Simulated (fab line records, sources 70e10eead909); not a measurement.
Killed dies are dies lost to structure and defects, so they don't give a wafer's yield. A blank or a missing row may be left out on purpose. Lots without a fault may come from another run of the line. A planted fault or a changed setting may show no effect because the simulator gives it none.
Chamber matching | flow nand_harc | NHARC_A_CHANNEL_FILL_D1_ALD_14 on ald_hk-04: 4 sister chambers
The step deposits SiO2, target thk 2.5 nm, pulse time 10 s, ald cycles 25. 4 wafers are shown with their chamber, then 7 later ones without.

WAFERS WITH THEIR CHAMBER
wafer  | chamber | heater_power_w (W)
L080.5 | 2       | 461
L082.2 | 0       | 464
L083.1 | 1       | 459
L083.2 | 3       | 448

WAFERS WITHOUT THEIR CHAMBER
wafer  | heater_power_w (W)
L083.5 | 460
L091.1 | 469
L091.2 | 454
L091.3 | 455
L093.1 | 458
L093.3 | 480
L093.6 | 465

WHICH CHAMBER EACH WENT THROUGH
wafer  | from the rows above               | in truth
L083.5 | can't be placed: 1 or 2 or 0 or 3 | 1
L091.1 | can't be placed: 0 or 2 or 1      | 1
L091.2 | can't be placed: 1 or 3 or 2 or 0 | 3
L091.3 | can't be placed: 1 or 2 or 3 or 0 | 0
L093.1 | can't be placed: 1 or 2 or 0 or 3 | 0
L093.3 | can't be placed: 0 or 2 or 1      | 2
L093.6 | can't be placed: 0 or 2 or 1      | 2
Placed correctly: 0 of 7. Can't be placed from these rows: 7 (the true chamber is among the candidates in 7). Placed wrongly: 0.
How it was worked out, from the rows above alone: a wafer's distance from a chamber is the root of the sum, over the readings, of the square of ((its reading less the chamber's mean) divided by the reading's scatter). The wafer belongs to the nearest chamber; if the next one is less than 2 further off, it can't be placed. A chamber's mean is the mean of its shown wafers. The scatter: with one shown wafer a chamber, the root of the mean of the squares of how far each hidden wafer lies from its nearest shown one.
